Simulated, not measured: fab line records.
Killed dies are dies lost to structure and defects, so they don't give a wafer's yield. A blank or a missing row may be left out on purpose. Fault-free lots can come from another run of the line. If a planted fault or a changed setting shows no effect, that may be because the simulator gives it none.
Matching of chambers + flow n5_finfet + 4 sister chambers for N5_BEOL_M8_CMP_52 on cmp-02
The step polishes, stops on SiCOH lowk, t overpolish 6.9 s, target thk 80 nm. 18 wafers are shown with their chamber, then 9 later ones without.

EACH WAFER AND ITS CHAMBER
| wafer  | chamber | motor_current_A (A) | time_to_endpoint_s (s) | barrier_field_endpoint_s (s) |
|--------|---------|---------------------|------------------------|------------------------------|
| L074.3 | 0       | 6.2                 | 63.3                   | 29.7                         |
| L074.4 | 2       | 6.4                 | 64.6                   | 30.3                         |
| L074.5 | 3       | 5.4                 | 63.6                   | 29.7                         |
| L076.1 | 2       | 6.6                 | 71.2                   | 29.3                         |
| L076.4 | 0       | 7.1                 | 68.6                   | 30.2                         |
| L076.6 | 0       | 6.4                 | 68.9                   | 30.3                         |
| L078.1 | 2       | 6.4                 | 66.1                   | 29.7                         |
| L078.2 | 0       | 6.5                 | 68.2                   | 29.7                         |
| L078.5 | 3       | 5.3                 | 60.8                   | 29.1                         |
| L084.1 | 1       | 5.9                 | 64.5                   | 29.4                         |
| L084.3 | 3       | 5.4                 | 60.4                   | 29.1                         |
| L084.4 | 2       | 6.5                 | 65.3                   | 30.1                         |
| L088.1 | 3       | 5.3                 | 58.1                   | 28.2                         |
| L088.3 | 2       | 6.4                 | 61.4                   | 29.3                         |
| L088.4 | 1       | 6.1                 | 63.1                   | 29.3                         |
| L089.1 | 1       | 5.9                 | 65.4                   | 29.0                         |
| L089.4 | 3       | 5.4                 | 62.8                   | 29.9                         |
| L089.5 | 2       | 6.3                 | 65.9                   | 30.2                         |

SIGNATURES (averages over the wafers above)
| reading                  | chamber 0 | chamber 1 | chamber 2 | chamber 3 | scatter within a chamber |
|--------------------------|-----------|-----------|-----------|-----------|--------------------------|
| motor_current_A          | 6.550     | 5.967     | 6.433     | 5.360     | 0.197                    |
| time_to_endpoint_s       | 67.250    | 64.333    | 65.750    | 61.140    | 2.57                     |
| barrier_field_endpoint_s | 29.975    | 29.233    | 29.817    | 29.200    | 0.475                    |
Rule: for a wafer and a chamber, the distance is found by dividing, reading by reading, the gap between the wafer's reading and the chamber's mean by the reading's scatter, squaring, summing and taking the root. If the next closest chamber is less than 2 further off than the closest, the wafer can't be placed; otherwise it belongs to the closest. How the scatter is found: for the shown wafers, subtract from each reading the mean of its chamber, square and add these, divide the total by (wafers less chambers), then take the root.

WAFERS WHOSE CHAMBER IS MISSING
| wafer  | motor_current_A (A) | time_to_endpoint_s (s) | barrier_field_endpoint_s (s) |
|--------|---------------------|------------------------|------------------------------|
| L092.2 | 6.3                 | 66.8                   | 28.7                         |
| L092.3 | 6.0                 | 66.8                   | 29.8                         |
| L092.4 | 6.3                 | 70.4                   | 30.9                         |
| L096.1 | 6.3                 | 64.3                   | 28.9                         |
| L096.3 | 5.2                 | 62.1                   | 28.5                         |
| L096.5 | 5.2                 | 60.0                   | 28.4                         |
| L097.1 | 6.7                 | 64.2                   | 28.9                         |
| L097.3 | 6.5                 | 64.5                   | 29.0                         |
| L097.5 | 6.4                 | 64.1                   | 29.0                         |

WHICH CHAMBER EACH WENT THROUGH
| wafer  | from the rows above          | in truth |
|--------|------------------------------|----------|
| L092.2 | can't be placed: 1 or 2 or 0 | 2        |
| L092.3 | can't be placed: 1 or 2 or 0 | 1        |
| L092.4 | can't be placed: 0 or 2 or 1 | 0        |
| L096.1 | can't be placed: 1 or 2 or 0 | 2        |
| L096.3 | 3                            | 3        |
| L096.5 | 3                            | 3        |
| L097.1 | can't be placed: 2 or 0 or 1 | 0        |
| L097.3 | can't be placed: 2 or 0 or 1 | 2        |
| L097.5 | can't be placed: 2 or 1 or 0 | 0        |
Placed correctly: 2 of 9. These rows do not allow placing 7 (true chamber among the candidates in 7). Placed wrongly: 0.
